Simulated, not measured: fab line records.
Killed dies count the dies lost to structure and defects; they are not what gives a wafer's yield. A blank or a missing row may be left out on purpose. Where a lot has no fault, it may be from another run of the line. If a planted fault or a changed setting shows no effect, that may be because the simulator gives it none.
Matching of chambers -- flow nand_harc -- NHARC_A_CONTACT_ALD_18 on ald_metal-02 has 4 sister chambers
The step deposits TiN, target thk 3 nm, pulse time 1 s, ald cycles 150. 4 wafers are shown with their chamber, then 8 later ones without.

## EACH WAFER AND ITS CHAMBER
wafer,chamber,heater_power_outer_w (W)
L849.4,0,570
L851.3,1,560
L851.5,3,675
L856.2,2,654

## WAFERS WHOSE CHAMBER IS MISSING
wafer,heater_power_outer_w (W)
L856.4,672
L856.5,583
L859.1,557
L859.4,670
L859.5,550
L850.1,587
L850.2,568
L850.6,587

## CHAMBER TAKEN BY EACH
wafer,from the rows above,in truth
L856.4,can't be placed: 3 or 2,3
L856.5,can't be placed: 0 or 1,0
L859.1,can't be placed: 1 or 0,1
L859.4,can't be placed: 3 or 2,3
L859.5,can't be placed: 1 or 0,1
L850.1,can't be placed: 0 or 1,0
L850.2,can't be placed: 0 or 1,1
L850.6,can't be placed: 0 or 1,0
Correctly placed: 0 of 8. From these rows, 8 cannot be placed; in 8 the true chamber is one of the candidates. Placed wrongly: 0.
How it was worked out, from the rows above alone: a wafer's distance from a chamber is the root of the sum, over the readings, of the square of ((its reading less the chamber's mean) divided by the reading's scatter). The wafer belongs to the nearest chamber; if the next one is less than 2 further off, it can't be placed. For every chamber, the mean is computed from those of its wafers that are shown. The scatter (one wafer shown for each chamber): square how far every hidden wafer sits from the nearest shown wafer, average those squares and take the square root.
